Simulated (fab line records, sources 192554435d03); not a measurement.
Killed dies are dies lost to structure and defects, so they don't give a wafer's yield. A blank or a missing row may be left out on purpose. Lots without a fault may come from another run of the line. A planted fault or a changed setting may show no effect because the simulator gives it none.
Chamber matching | flow n5_finfet | N5_BEOL_M15_STRIP_36 on rie_diel-05: 4 sister chambers
The step strips in O2. 4 wafers are shown with their chamber, then 7 later ones without.

WAFERS WITH THEIR CHAMBER
wafer  | chamber | drypump_motor_current_A (A)
L906.5 | 2       | 6.7
L906.6 | 1       | 5.7
L914.1 | 0       | 6.0
L914.2 | 3       | 5.2

WAFERS WITHOUT THEIR CHAMBER
wafer  | drypump_motor_current_A (A)
L914.3 | 6.8
L915.1 | 5.9
L915.2 | 6.8
L915.4 | 5.9
L919.2 | 6.7
L919.4 | 5.2
L919.6 | 5.2

WHICH CHAMBER EACH WENT THROUGH
wafer  | from the rows above     | in truth
L914.3 | 2                       | 2
L915.1 | can't be placed: 0 or 1 | 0
L915.2 | 2                       | 2
L915.4 | can't be placed: 0 or 1 | 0
L919.2 | 2                       | 2
L919.4 | 3                       | 3
L919.6 | 3                       | 3
Placed correctly: 5 of 7. Can't be placed from these rows: 2 (the true chamber is among the candidates in 2). Placed wrongly: 0.
How it was worked out, from the rows above alone: a wafer's distance from a chamber is the root of the sum, over the readings, of the square of ((its reading less the chamber's mean) divided by the reading's scatter). The wafer belongs to the nearest chamber; if the next one is less than 2 further off, it can't be placed. A chamber's mean is the mean of its shown wafers. The scatter: with one shown wafer a chamber, the root of the mean of the squares of how far each hidden wafer lies from its nearest shown one.
